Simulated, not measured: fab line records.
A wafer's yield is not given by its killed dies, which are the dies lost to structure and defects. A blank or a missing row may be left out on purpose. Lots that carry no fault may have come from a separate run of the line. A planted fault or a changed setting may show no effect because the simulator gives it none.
3 desks looking at one fault ; flow n5Finfet ; each desk has only its own numbers; what lay behind them comes last

== TOOL OWNER'S DESK, cmp-04 ==
The tool's own readings at N5_GATE_CUT_CMP_02 (polishes, stops on SiO2, t overpolish 12.7 s, target thk 0 nm): means of the sampled wafers that have a number, for each lot that ran on this tool. If a lot's mean is further than 4 standard deviations from the usual mean, the lot is out of limits and carries the mark OUT (the distance appears in the brackets).
Columns: A = motorCurrentA at N5_GATE_CUT_CMP_02, usual 9.2 A; B = overpolishRunS at N5_GATE_CUT_CMP_02, usual 12.699 s; C = padLifeWafers at N5_GATE_CUT_CMP_02, usual 1125; D = timeToEndpointS at N5_GATE_CUT_CMP_02, usual 27 s
lot;first seen here;A;B;C;D
L636;day 5 05:17;9.9;12.694;505;24
L647;day 7 21:52;9.1;12.702;939;30
L649;day 8 16:36;9.7;12.700;1135;26
L650;day 8 23:50;9.1;12.701;1202;27
L652;day 9 03:26;9.4;12.698;1244;26
This desk's finding: nothing out of limits on any of the 5 lots.

== METROLOGY DESK ==
What the gauges read for every lot (on any tool): the sampled wafers with a number, averaged. If a lot's mean is further than 4 standard deviations from the usual mean, the lot is out of limits and carries the mark OUT (the distance appears in the brackets). Shown here are 7 of its 10 readings, the ones lying furthest out on some lot.
Columns: A = DIBL_N at N5_BEOL_M4_RC_MEAS_101, usual 36.0 mV/V; B = DIBL_P at N5_BEOL_M4_RC_MEAS_101, usual 35.9 mV/V; C = ION_P at N5_BEOL_M4_RC_MEAS_101, usual 462 uA/um; D = SS_N at N5_BEOL_M4_RC_MEAS_101, usual 71.5 mV/dec; E = SS_P at N5_BEOL_M4_RC_MEAS_101, usual 73.2 mV/dec; F = VT_N at N5_BEOL_M4_RC_MEAS_101, usual 250 mV; G = VT_P at N5_BEOL_M4_RC_MEAS_101, usual -251 mV
lot;first seen here;A;B;C;D;E;F;G
L636;day 8 10:36;36.3;34.0;471;70.9;73.2;246;-248
L637;day 8 14:39;36.2;36.4;459;72.8;73.4;252;-251
L640;day 9 08:00;34.7;34.1;466;70.0;72.6;253;-250
L642;day 9 20:21;35.2;33.9;477;70.5;72.7;246;-247
L647;day 11 03:13;36.8;37.1;456;71.8;73.4;247;-248
L649;day 12 04:15;37.6;38.2;471;72.0;72.9;248;-249
L648;day 12 04:47;33.7;33.0;460;70.9;72.5;252;-253
L650;day 12 08:11;37.8;38.2;458;72.3;74.2;247;-249
L652;day 12 08:45;36.5;37.2;469;71.2;73.2;249;-249
L657;day 13 23:28;38.7;37.5;460;72.9;73.8;248;-252
This desk's finding: nothing out of limits on any of the 10 lots.

== THE DEFECT DESK ==
Counts from the inspections along the route, per lot, as means over the sampled wafers that have a number. If a lot's mean is further than 4 standard deviations from the usual mean, the lot is out of limits and carries the mark OUT (the distance appears in the brackets).
Columns: A = rawDefectCount at N5_GATE_CUT_INSPECT_15, usual 139
lot;first seen here;A
L636;day 5 06:00;92
L637;day 5 14:19;160
L640;day 6 01:38;106
L642;day 6 17:18;113
L647;day 7 22:31;160
L648;day 8 13:47;92
L649;day 8 17:29;1297 (+28) OUT
L650;day 9 00:36;1291 (+28) OUT
L652;day 9 04:09;1330 (+29) OUT
L657;day 10 10:27;196
Finding of this desk: L649, L650, L652 out of limits; the first was L649 at day 8 17:29, on rawDefectCount at N5_GATE_CUT_INSPECT_15. L636, L637, L640, L642, L647, L648, L657: within limits.

== TAKEN TOGETHER ==
The defect desk could have raised an alarm at day 8 17:29, on L649, L650, L652.
Nothing out of limits was seen by the tool owner's desk.
Nothing out of limits was seen by the metrology desk.
The tool owner's desk has L649, L650, L652 on record, within its limits.
The metrology desk holds a record of L649, L650, L652, inside its limits.
The lots listed all ran N5_GATE_CUT_CMP_02 on cmp-04.

== WHAT HAD BEEN PUT IN BY THE SIMULATOR ==
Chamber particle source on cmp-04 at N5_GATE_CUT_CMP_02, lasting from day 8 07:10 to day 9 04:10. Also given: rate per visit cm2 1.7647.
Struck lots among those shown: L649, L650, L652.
Hours from the fault's start to each desk's first reading out of limits: the defect desk, 10.
